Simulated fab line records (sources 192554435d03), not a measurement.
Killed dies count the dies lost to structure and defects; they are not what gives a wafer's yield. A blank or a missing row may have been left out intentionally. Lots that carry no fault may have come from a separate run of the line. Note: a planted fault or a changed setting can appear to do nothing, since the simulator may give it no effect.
Matching of chambers | flow n5-finfet | rie-diel-06 running N5_BEOL_M7_DESCUM_33: 4 sister chambers
The step chemistry O2, time 7 s. 14 wafers are shown with their chamber, then 7 later ones without.

EACH WAFER AND ITS CHAMBER
wafer  | chamber | drypump-motor-current-A (A) | showerhead-plenum-p-Torr (Torr) | throttle-valve-pct (%)
L075.1 | 3       | 5.7                         | 2.19                            | 20.32
L075.3 | 2       | 5.0                         | 2.05                            | 19.98
L075.5 | 3       | 5.7                         | 2.19                            | 20.32
L076.2 | 3       | 5.7                         | 2.19                            | 20.33
L076.5 | 1       | 5.1                         | 2.08                            | 20.48
L076.6 | 2       | 4.9                         | 2.05                            | 19.95
L084.3 | 2       | 5.0                         | 2.04                            | 20.00
L084.4 | 3       | 5.7                         | 2.19                            | 20.35
L084.6 | 2       | 5.0                         | 2.04                            | 19.99
L086.1 | 3       | 5.7                         | 2.18                            | 20.35
L086.3 | 1       | 5.1                         | 2.07                            | 20.52
L086.4 | 2       | 5.0                         | 2.04                            | 20.01
L089.2 | 0       | 6.2                         | 1.99                            | 20.63
L089.4 | 2       | 4.9                         | 2.04                            | 20.02

SIGNATURES (means of the wafers above)
reading                  | chamber 0 | chamber 1 | chamber 2 | chamber 3 | scatter within a chamber
drypump-motor-current-A  | 6.200     | 5.100     | 4.967     | 5.700     | 0.0365
showerhead-plenum-p-Torr | 1.9900    | 2.0750    | 2.0433    | 2.1880    | 0.00513
throttle-valve-pct       | 20.6300   | 20.5000   | 19.9917   | 20.3340   | 0.0219
Rule: a wafer's distance from a chamber is the root of the sum, over the readings, of the square of ((its reading less the chamber's mean) divided by the reading's scatter). If the next closest chamber is less than 2 further off than the closest, the wafer can't be placed; otherwise it belongs to the closest. The scatter: the root of (the sum of the squares of (reading less its chamber's mean) over the shown wafers, divided by (wafers less chambers)).

WAFERS WHOSE CHAMBER IS MISSING
wafer  | drypump-motor-current-A (A) | showerhead-plenum-p-Torr (Torr) | throttle-valve-pct (%)
L089.5 | 5.7                         | 2.18                            | 20.37
L092.1 | 5.7                         | 2.18                            | 20.38
L092.2 | 6.2                         | 1.98                            | 20.63
L092.3 | 5.0                         | 2.04                            | 20.03
L095.1 | 5.7                         | 2.18                            | 20.39
L095.3 | 5.0                         | 2.03                            | 20.04
L095.6 | 5.0                         | 2.03                            | 20.04

THE CHAMBER EACH PASSED THROUGH
wafer  | from the rows above | in truth
L089.5 | 3                   | 3
L092.1 | 3                   | 3
L092.2 | 0                   | 0
L092.3 | 2                   | 2
L095.1 | 3                   | 3
L095.3 | 2                   | 2
L095.6 | 2                   | 2
Correctly placed: 7 of 7. Can't be placed from these rows: 0. Placed wrongly: 0.
